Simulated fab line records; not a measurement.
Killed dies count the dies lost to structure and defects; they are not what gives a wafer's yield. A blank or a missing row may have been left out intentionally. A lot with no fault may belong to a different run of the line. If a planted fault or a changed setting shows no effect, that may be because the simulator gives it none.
fab line records	flow n5_finfet
record lots=7	wafers=21
route steps=1938 shown BEOL_M13@1680 BEOL_M14@1722 BEOL_M15@1809 MIM_BOT@1833 PAD_METAL@1896
start_h: the number of hours between the record's first day and the start of the first shown wafer of the lot	wait_h: hours since the lot's step before	" same as the row above	L1.1+2: a single row standing in for several wafers	- no value, or no start given	* or withheld: withheld	< > ~ a bound
route shown NAME@n: NAME is a module with steps in the file, n the number in the route of the first one	usual: mean/standard deviation of fault-free wafers	same: alike in all rows	chamber/n: place in a boat	sites: readings site by site	_std_site: how widely they spread, as a standard deviation	_edge_site: mean of outer sites minus mean of inner sites	radius_mm: for every site, how far away it sits from the centre of the wafer	mask NAME#n: copy n	behind: the most recent tool/chamber to have shaped the wafer	hold: why the lot went on hold/how many hours it stayed there/how the hold came to an end	device: whichever transistor did not switch (one of n, p or np)	end of line: tests of these same wafers at the route's end	a step with no rows: only its recipe	killed: dies that structure and defects cost at the first sort, which is not the same as the wafer's yield	map: the dies of a wafer, with x for killed, . for not killed, _ for no die there
set.NAME: the run value of the setting; set.NAME@STEP: its run value at that earlier step	model.NAME: the simulator's own value behind a step, which no gauge read
lots with deliberately changed settings; one table per step, one row per wafer
## steps
# step N5_BEOL_M13_COAT_65
# recipe resist=SOC	temp_c=250	time_s=60	spin_rpm=1500	resist_thk_nm=350
lot.wafer	tool	chamber	start_h	wait_h	set.spin_rpm	model.SOC_of_BEOL_M13_COAT_65.thk_nm
L074.3	litho_track-04	0	240.85	0.0	1575	341.4
L074.4	"	0	"	"	1575	341.6
L074.6	"	0	"	"	1500	350
L076.4	litho_track-02	0	245.58	0.0	1500	349
L076.5	"	0	"	"	1500	348.8
L076.6	"	0	"	"	1601	337.2
L079.3	litho_track-03	0	258.00	0.0	1500	351
L079.5	"	0	"	"	1500	350.8
L079.6	"	0	"	"	1500	349.8
L085.1+2	litho_track-02	0	298.22	0.0	1352	368.6
L085.6	"	0	"	"	1500	348.2
L093.4	litho_track-03	0	367.58	0.0	1343	371.4
L093.5	"	0	"	"	1500	352
L093.6	"	0	"	"	1343	373.2
L095.1	litho_track-04	0	368.61	0.0	1500	349.6
L095.2	"	0	"	"	1500	349.2
L095.3	"	0	"	"	1500	349.8
L096.4+6	litho_track-02	0	395.68	0.0	1500	350
L096.5	"	0	"	"	1500	350.2
# step N5_BEOL_M13_COAT_66
# recipe resist=SiARC	temp_c=220	time_s=60	spin_rpm=1500	resist_thk_nm=110
lot.wafer	tool	chamber	start_h	wait_h	set.spin_rpm	model.SiARC_of_BEOL_M13_COAT_66.thk_nm
L074.3+6	litho_track-04	0	-	-	1547	108.4
L074.4	"	0	"	"	1500	110
L076.4+5	litho_track-02	0	-	-	1500	110.2
L076.6	"	0	"	"	1500	110
L079.3	litho_track-03	0	-	-	1500	110.4
L079.5	"	0	"	"	1500	109.8
L079.6	"	0	"	"	1500	110
L085.1	litho_track-02	0	-	-	1636	105.6
L085.2+6	"	0	"	"	1500	110.4
L093.4	litho_track-03	0	-	-	1578	107.6
L093.5	"	0	"	"	1500	110
L093.6	"	0	"	"	1500	109.8
L095.1	litho_track-04	0	-	-	1500	109.6
L095.2	"	0	"	"	1500	109.4
L095.3	"	0	"	"	1500	109.8
L096.4	litho_track-02	0	-	-	1363	115.4
L096.5	"	0	"	"	1500	110.2
L096.6	"	0	"	"	1500	110.4
# step N5_BEOL_M13_COAT_22
# recipe spin_rpm=2888	resist_thk_nm=300
# step N5_BEOL_M13_EBR_24
# recipe solvent=PGMEA	ebr_width_mm=1.5
# step N5_BEOL_M13_DESCUM_33
# recipe chemistry=O2	time_s=7.9	source_power_w=50	bias_power_w=20	pressure_mtorr=20	rf_frequency_hz=2.712e+07	temp_c=40	o2_flow_sccm=225
# step N5_BEOL_M13_ETCH_67
# recipe chemistry=CF4	target=SiARC	target_depth_a=1430	time_s=238.3	ion_energy_ev=80	pressure_mtorr=40	source_w=545	bias_w=36	Ar_flow_sccm=100	cf4_flow_sccm=100	ends=cleared
lot.wafer	tool	chamber	start_h	wait_h	set.spin_rpm@BEOL_M13_COAT_66	model.etch.depth_nm	model.coat_of_BEOL_M13_COAT_22.thk_nm
L074.3	rie_diel-02	0	241.26	0.0	1547	108.4	211
L074.4	"	3	"	"	1500	110.1	209.8
L074.6	"	2	"	"	1547	108.4	210.6
L076.4	rie_diel-06	1	246.45	0.1	1500	110.2	211.2
L076.5	"	2	"	"	1500	110.3	210.8
L076.6	"	0	"	"	1500	110.1	211.4
L079.3	rie_diel-06	2	258.72	0.0	1500	110.3	211.4
L079.5	"	3	"	"	1500	109.8	212.4
L079.6	"	2	"	"	1500	110.1	213
L085.1	rie_diel-04	3	298.77	0.0	1636	105.5	215.4
L085.2	"	1	"	"	1500	110.4	211.6
L085.6	"	1	"	"	1500	110.5	211.4
L093.4	rie_diel-02	0	368.07	0.1	1578	107.5	215.4
L093.5	"	3	"	"	1500	110	213.8
L093.6	"	1	"	"	1500	109.8	213.4
L095.1	rie_diel-04	3	369.13	0.0	1500	109.7	210
L095.2	"	2	"	"	1500	109.5	210.6
L095.3	"	0	"	"	1500	109.8	210.2
L096.4	rie_diel-04	1	396.51	0.0	1363	115.4	205.6
L096.5	"	3	"	"	1500	110.2	208.8
L096.6	"	2	"	"	1500	110.5	209.4
# step N5_BEOL_M13_ETCH_68
# recipe chemistry=N2/H2	target=SOC	mask_material=SiARC	source_w=3000	bias_w=350	temp_c=40	time_s=355	ion_energy_ev=200	pressure_mtorr=30	n2_flow_sccm=200	h2_flow_sccm=200
lot.wafer	tool	chamber	start_h	wait_h	set.spin_rpm@BEOL_M13_COAT_66	model.SiARC_of_BEOL_M13_COAT_66.thk_nm
L074.3	rie_diel-02	0	241.41	0.1	1547	75
L074.4	"	3	"	"	1500	76.8
L074.6	"	2	"	"	1547	76.2
L076.4+5	rie_diel-06	1,2	246.63	0.1	1500	77.2
L076.6	"	0	"	"	1500	76.8
L079.3	rie_diel-06	2	258.87	0.1	1500	77.6
L079.5	"	3	"	"	1500	76.4
L079.6	"	2	"	"	1500	77
L085.1	rie_diel-04	3	298.92	0.1	1636	72.8
L085.2	"	1	"	"	1500	77.8
L085.6	"	1	"	"	1500	77.6
L093.4	rie_diel-02	0	368.25	0.1	1578	74.4
L093.5+6	"	3,1	"	"	1500	77.2
L095.1	rie_diel-04	3	369.28	0.1	1500	77.8
L095.2	"	2	"	"	1500	77
L095.3	"	0	"	"	1500	76.6
L096.4	rie_diel-04	1	396.65	0.1	1363	82.8
L096.5+6	"	3,2	"	"	1500	77.8
# step N5_BEOL_M14_EXPOSE_07
# recipe mask_id=V13	na=0.8	source_shape=annular	sigma_inner=0.5	sigma_outer=0.8	polarization=unpolarized	attpsm_phase_deg=180	dose_mj=57
lot.wafer	tool	chamber	start_h	wait_h	mask	set.dose_mj
L074.3+4+6	krf_scanner-02	0	247.97	-	V13#0	53.47
L076.4+6	krf_scanner-01	0	250.68	-	V13#0	57
L076.5	"	0	"	"	V13#0	52.87
L079.3+5+6	krf_scanner-02	0	266.82	-	V13#0	57
L085.1+2+6	krf_scanner-02	0	301.74	-	V13#0	57
L093.4+5	krf_scanner-02	0	378.43	-	V13#0	55.6
L093.6	"	0	"	"	V13#0	57
L095.1+2	krf_scanner-02	0	380.24	-	V13#0	58.18
L095.3	"	0	"	"	V13#0	57
L096.4+5	krf_scanner-01	0	404.69	-	V13#0	53.24
L096.6	"	0	"	"	V13#0	57
# step N5_BEOL_M14_PEB_08
# recipe peb_temp_c=130	peb_time_s=90
lot.wafer	tool	chamber	start_h	wait_h	set.peb_time_s
L074.3+6	litho_track-05	0	248.02	0.0	90
L074.4	"	0	"	"	71.18
L076.4+5+6	litho_track-01	0	250.72	0.0	90
L079.3+5+6	litho_track-01	0	266.87	0.0	90
L085.1+2+6	litho_track-05	0	301.80	0.1	90
L093.4+5+6	litho_track-04	0	378.47	0.0	73.93
L095.1	litho_track-05	0	380.30	0.1	90
L095.2+3	"	0	"	"	106.8
L096.4+5	litho_track-01	0	404.74	0.0	90
L096.6	"	0	"	"	78.62
# step N5_BEOL_M14_DEVELOP_09
# recipe develop_time_s=45	rinse_liquid=diw	dry=air_spin	dev_temp_c=21
# step N5_BEOL_M14_HARDBAKE_14
# recipe temp_c=130	time_s=120
# step N5_BEOL_M14_CD_MEAS_10
# recipe target_cd_nm=250	landing_energy_ev=500	detector=se_inlens	polarity=opening
# usual cd_nm=249.7/1.5
lot.wafer	tool	chamber	start_h	wait_h	set.dose_mj@BEOL_M14_EXPOSE_07	set.peb_time_s@BEOL_M14_PEB_08	cd_nm
L074.3	cd_sem-03	0	248.13	-	53.47	90	238.8
L074.4	"	0	"	"	53.47	71.18	228.4
L074.6	"	0	"	"	53.47	90	238.9
L076.4	cd_sem-01	0	250.84	-	57	90	251.3
L076.5	"	0	"	"	52.87	90	236.6
L076.6	"	0	"	"	57	90	250.3
L079.3	cd_sem-01	0	266.98	-	57	90	249.2
L079.5	"	0	"	"	57	90	249.1
L079.6	"	0	"	"	57	90	249.3
L085.1	cd_sem-01	0	301.92	-	57	90	249.0
L085.2	"	0	"	"	57	90	247.9
L085.6	"	0	"	"	57	90	251.6
L093.4	cd_sem-03	0	378.59	-	55.6	73.93	236.4
L093.5	"	0	"	"	55.6	73.93	236.1
L093.6	"	0	"	"	57	73.93	240.7
L095.1	cd_sem-01	0	380.42	-	58.18	90	251.2
L095.2	"	0	"	"	58.18	106.8	260.1
L095.3	"	0	"	"	57	106.8	254.6
L096.4	cd_sem-03	0	404.85	-	53.24	90	238.4
L096.5	"	0	"	"	53.24	90	238.5
L096.6	"	0	"	"	57	78.62	245.2
# step N5_BEOL_M15_TRENCH_ETCH_34
# recipe chemistry=C4F8/O2/Ar	target=SiO2	target_depth_a=8729.3	he_inner_torr=15	he_outer_torr=30	time_s=199	ion_energy_ev=800	pressure_mtorr=20	source_w=1905	bias_w=2040	Ar_flow_sccm=400	C4F8_flow_sccm=16	O2_flow_sccm=12
lot.wafer	tool	chamber	start_h	wait_h	set.time_s	model.etch.depth_nm	model.coat_of_BEOL_M15_COAT_22.thk_nm
L074.3	rie_diel-06	2	254.91	0.0	199	872.1	539.8
L074.4	"	3	"	"	223.5	978.5	519.4
L074.6	"	0	"	"	223.5	981.4	521.6
L076.4	rie_diel-06	3	258.44	0.1	232.3	1018	516
L076.5	"	1	"	"	199	875.5	541.6
L076.6	"	2	"	"	199	855.1	547.6
L079.3	rie_diel-04	3	272.85	0.0	199	858.7	553.8
L079.5	"	3	"	"	199	849.8	552
L079.6	"	0	"	"	199	835.5	556.2
L085.1	rie_diel-04	2	308.97	0.0	199	852.7	548.2
L085.2	"	3	"	"	199	860	555.2
L085.6	"	2	"	"	183.5	788.7	561.2
L093.4	rie_diel-04	3	386.63	0.0	231.4	978.3	528.6
L093.5	"	3	"	"	199	839.1	552.8
L093.6	"	2	"	"	231.4	990.4	518.6
L095.1	rie_diel-04	3	390.86	0.0	216	906.4	544.6
L095.2	"	1	"	"	199	832.2	551.2
L095.3	"	2	"	"	199	847.1	549.6
L096.4	rie_diel-06	2	415.88	0.0	199	854.9	550.6
L096.5	"	1	"	"	199	863.1	543
L096.6	"	2	"	"	199	860.5	546.6
# step N5_BEOL_M15_SPUTTER_44
# recipe material=Ta	target_thk_a=150	temp_c=50	bias_v=80	power_w=15000	chamber_pressure_pa=0.07	time_s=24.19
lot.wafer	tool	chamber	start_h	wait_h	set.power_w	model.Ta_of_BEOL_M15_SPUTTER_44.thk_nm
L074.3	pvd_sputter-02	-	256.21	0.0	15000	15
L074.4+6	"	-	"	"	12410	12.4
L076.4	pvd_sputter-02	-	262.43	0.0	17620	17.6
L076.5+6	"	-	"	"	15000	15
L079.3	pvd_sputter-03	-	276.01	0.0	15000	14.8
L079.5	"	-	"	"	15000	15.2
L079.6	"	-	"	"	15000	15
L085.1+2	pvd_sputter-03	-	310.54	0.0	15000	15
L085.6	"	-	"	"	15000	15.2
L093.4+6	pvd_sputter-02	-	389.14	0.0	15000	15
L093.5	"	-	"	"	12570	12.6
L095.1+3	pvd_sputter-03	-	396.55	0.0	15000	15.2
L095.2	"	-	"	"	15890	16
L096.4+6	pvd_sputter-01	-	418.33	0.0	12850	13
L096.5	"	-	"	"	15000	15.2
# step N5_BEOL_M15_CMP_49
# recipe stop_on=SiO2	t_overpolish_s=4.9	down_force_psi=2	platen_rpm=80	clearing_platen_down_force_psi=2	clearing_platen_rpm=80	post_cmp_clean=cu_alkaline	target_thk_nm=850	clearing_platen_pad_velocity_m_s=1.5917	pad_velocity_m_s=1.5917
lot.wafer	tool	chamber	start_h	wait_h	set.down_force_psi	set.time_s@BEOL_M15_TRENCH_ETCH_34	model.Cu_of_BEOL_M15_ECD_47.thk_nm
L074.4	cmp-01	3	257.21	0.1	1.649	223.5	959.8
L074.3	"	0	"	"	2	199	849.6
L074.6	"	3	"	"	1.649	223.5	962
L076.4	cmp-04	3	263.21	0.2	2	232.3	993
L076.5	"	2	"	"	2.276	199	851.8
L076.6	"	3	"	"	2	199	831.6
L079.3	cmp-01	1	277.58	0.2	2	199	836.4
L079.5	"	3	"	"	2	199	828
L079.6	"	0	"	"	2	199	814.6
L085.2	cmp-04	2	311.32	0.2	2.417	199	835.6
L085.1	"	0	"	"	2	199	829.2
L085.6	"	3	"	"	2	183.5	764.8
L093.4	cmp-01	3	389.95	0.2	2	231.4	955
L093.6	"	2	"	"	2	231.4	967.6
L093.5	"	3	"	"	2	199	819
L095.3	cmp-01	0	397.29	0.2	1.887	199	824
L095.2	"	1	"	"	2	199	807.8
L095.1	"	3	"	"	2	216	883.4
L096.4	cmp-01	3	419.10	0.2	2	199	832.2
L096.6	"	2	"	"	2.358	199	836.2
L096.5	"	3	"	"	2.358	199	837.4
# step N5_MIM_BOT_SPUTTER_00
# recipe material=TiN	target_thk_a=350	temp_c=200	power_w=3000	chamber_pressure_pa=0.49996	gas=Ar	reactive_partial_pa=0.37997	time_s=89.7
lot.wafer	tool	chamber	start_h	wait_h	set.time_s	model.TiN_of_MIM_BOT_SPUTTER_00.thk_nm
L074.3	pvd_sputter-01	-	259.26	0.0	83.29	32.4
L074.4	"	-	"	"	89.7	34.8
L074.6	"	-	"	"	83.29	32.2
L076.4	pvd_sputter-03	-	265.15	0.0	89.7	34.6
L076.5	"	-	"	"	103.2	39.8
L076.6	"	-	"	"	89.7	35
L079.3	pvd_sputter-01	-	279.77	0.0	89.7	35
L079.5	"	-	"	"	89.7	34.8
L079.6	"	-	"	"	89.7	34
L085.1	pvd_sputter-02	-	313.27	0.0	95.04	37.8
L085.2	"	-	"	"	89.7	35.8
L085.6	"	-	"	"	95.04	37.4
L093.4	pvd_sputter-02	-	392.46	0.0	89.7	35.6
L093.5	"	-	"	"	89.7	36
L093.6	"	-	"	"	99.39	39.8
L095.1	pvd_sputter-03	-	400.89	0.0	89.7	34.6
L095.2	"	-	"	"	93.35	36.2
L095.3	"	-	"	"	89.7	34.4
L096.4	pvd_sputter-03	-	421.76	0.0	89.7	35.2
L096.5	"	-	"	"	76.37	29.8
L096.6	"	-	"	"	89.7	34.8
# step N5_PASSIVATION_AL_DEP_21
# recipe material=Al	target_thk_a=28000	temp_c=400	time_s=170	power_w=30000	chamber_pressure_pa=0.4	gas=Ar
lot.wafer	tool	chamber	start_h	wait_h	set.time_s	model.Al_of_PASSIVATION_AL_DEP_21.thk_nm
L074.3	pvd_sputter-03	-	265.57	0.1	170	2785
L074.4	"	-	"	"	170	2799
L074.6	"	-	"	"	170	2774
L076.4	pvd_sputter-03	-	272.21	0.1	170	2846
L076.5	"	-	"	"	170	2850
L076.6	"	-	"	"	170	2835
L079.3	pvd_sputter-03	-	286.84	0.1	170	2777
L079.5	"	-	"	"	170	2788
L079.6	"	-	"	"	170	2778
L085.1	pvd_sputter-03	-	319.03	0.1	170	2803
L085.2	"	-	"	"	151.5	2468
L085.6	"	-	"	"	151.5	2488
L093.4	pvd_sputter-03	-	401.37	0.1	170	2757
L093.5	"	-	"	"	170	2783
L093.6	"	-	"	"	170	2790
L095.1	pvd_sputter-03	-	406.99	0.1	183.1	2994
L095.2	"	-	"	"	170	2772
L095.3	"	-	"	"	183.1	2993
L096.4	pvd_sputter-02	-	428.71	0.1	170	2753
L096.5	"	-	"	"	157.1	2561
L096.6	"	-	"	"	157.1	2596
## key
split step=N5_BEOL_M13_COAT_65	setting=spin_rpm	stated=1500	by=wafer
response step=N5_BEOL_M13_COAT_65	reading=model.SOC_of_BEOL_M13_COAT_65.thk_nm	change=-1.93	per=1%	r=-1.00
split step=N5_BEOL_M13_COAT_66	setting=spin_rpm	stated=1500	by=wafer
response step=N5_BEOL_M13_COAT_66	reading=model.SiARC_of_BEOL_M13_COAT_66.thk_nm	change=-0.529	per=1%	r=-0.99
response step=N5_BEOL_M13_ETCH_67	reading=model.etch.depth_nm	change=-0.537	per=1%	r=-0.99
response step=N5_BEOL_M13_ETCH_67	reading=model.coat_of_BEOL_M13_COAT_22.thk_nm	change=+0.394	per=1%	r=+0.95
response step=N5_BEOL_M13_ETCH_68	reading=model.SiARC_of_BEOL_M13_COAT_66.thk_nm	change=-0.535	per=1%	r=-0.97
split step=N5_BEOL_M14_EXPOSE_07	setting=dose_mj	stated=57	by=wafer
response step=N5_BEOL_M14_CD_MEAS_10	reading=cd_nm	slope=+1.97	per=1%	together_with=peb_time_s@BEOL_M14_PEB_08	explained=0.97
split step=N5_BEOL_M14_PEB_08	setting=peb_time_s	stated=90	by=wafer
response step=N5_BEOL_M14_CD_MEAS_10	reading=cd_nm	slope=+0.476	per=1%	together_with=dose_mj@BEOL_M14_EXPOSE_07	explained=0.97
split step=N5_BEOL_M15_TRENCH_ETCH_34	setting=time_s	stated=199	by=wafer
response step=N5_BEOL_M15_TRENCH_ETCH_34	reading=model.etch.depth_nm	change=+8.84	per=1%	r=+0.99
response step=N5_BEOL_M15_TRENCH_ETCH_34	reading=model.coat_of_BEOL_M15_COAT_22.thk_nm	change=-1.58	per=1%	r=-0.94
response step=N5_BEOL_M15_CMP_49	reading=model.Cu_of_BEOL_M15_ECD_47.thk_nm	change=+8.82	per=1%	r=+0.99
split step=N5_BEOL_M15_SPUTTER_44	setting=power_w	stated=15000	by=wafer
response step=N5_BEOL_M15_SPUTTER_44	reading=model.Ta_of_BEOL_M15_SPUTTER_44.thk_nm	change=+0.15	per=1%	r=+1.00
split step=N5_BEOL_M15_CMP_49	setting=down_force_psi	stated=2	by=wafer
response none clear
split step=N5_MIM_BOT_SPUTTER_00	setting=time_s	stated=89.7	by=wafer
response step=N5_MIM_BOT_SPUTTER_00	reading=model.TiN_of_MIM_BOT_SPUTTER_00.thk_nm	change=+0.347	per=1%	r=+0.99
split step=N5_PASSIVATION_AL_DEP_21	setting=time_s	stated=170	by=wafer
response step=N5_PASSIVATION_AL_DEP_21	reading=model.Al_of_PASSIVATION_AL_DEP_21.thk_nm	change=+27.9	per=1%	r=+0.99
